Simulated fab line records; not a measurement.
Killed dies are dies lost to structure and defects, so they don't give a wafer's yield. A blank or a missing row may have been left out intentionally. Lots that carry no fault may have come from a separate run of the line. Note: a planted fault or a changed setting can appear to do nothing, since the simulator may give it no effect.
Chamber matching    flow n5Finfet    N5_DUMMY_GATE_ETCH_37 on rieDiel-06 has 4 sister chambers
The step etches SOC in N2/H2, target depth 60 nm, overetch 30 nm. 4 wafers are shown with their chamber, then 12 later ones without.

WAFERS WITH THEIR CHAMBER
wafer   chamber  showerheadPlenumPTorr (Torr)
L088.1  2        2.42
L088.3  1        2.60
L088.5  0        2.69
L088.6  3        2.60

WAFERS MISSING THEIR CHAMBER
wafer   showerheadPlenumPTorr (Torr)
L089.3  2.60
L089.4  2.69
L089.5  2.60
L090.3  2.59
L090.4  2.69
L090.5  2.59
L094.1  2.59
L094.2  2.42
L094.3  2.60
L096.3  2.59
L096.4  2.69
L096.5  2.60

WHICH CHAMBER EACH WENT THROUGH
wafer   from the rows above      in truth
L089.3  can't be placed: 1 or 3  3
L089.4  0                        0
L089.5  can't be placed: 1 or 3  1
L090.3  can't be placed: 1 or 3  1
L090.4  0                        0
L090.5  can't be placed: 1 or 3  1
L094.1  can't be placed: 1 or 3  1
L094.2  2                        2
L094.3  can't be placed: 1 or 3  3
L096.3  can't be placed: 1 or 3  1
L096.4  0                        0
L096.5  can't be placed: 1 or 3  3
4 of 12 placed correctly. Not placeable from these rows: 8 (in 8, the candidates include the true chamber). 0 placed wrongly.
How it was worked out, from the rows above alone: a wafer's distance from a chamber is the root of the sum, over the readings, of the square of ((its reading less the chamber's mean) divided by the reading's scatter). If the next closest chamber is less than 2 further off than the closest, the wafer can't be placed; otherwise it belongs to the closest. The mean given for a chamber averages the wafers shown for that chamber. The scatter (one wafer shown for each chamber): square how far every hidden wafer sits from the nearest shown wafer, average those squares and take the square root.
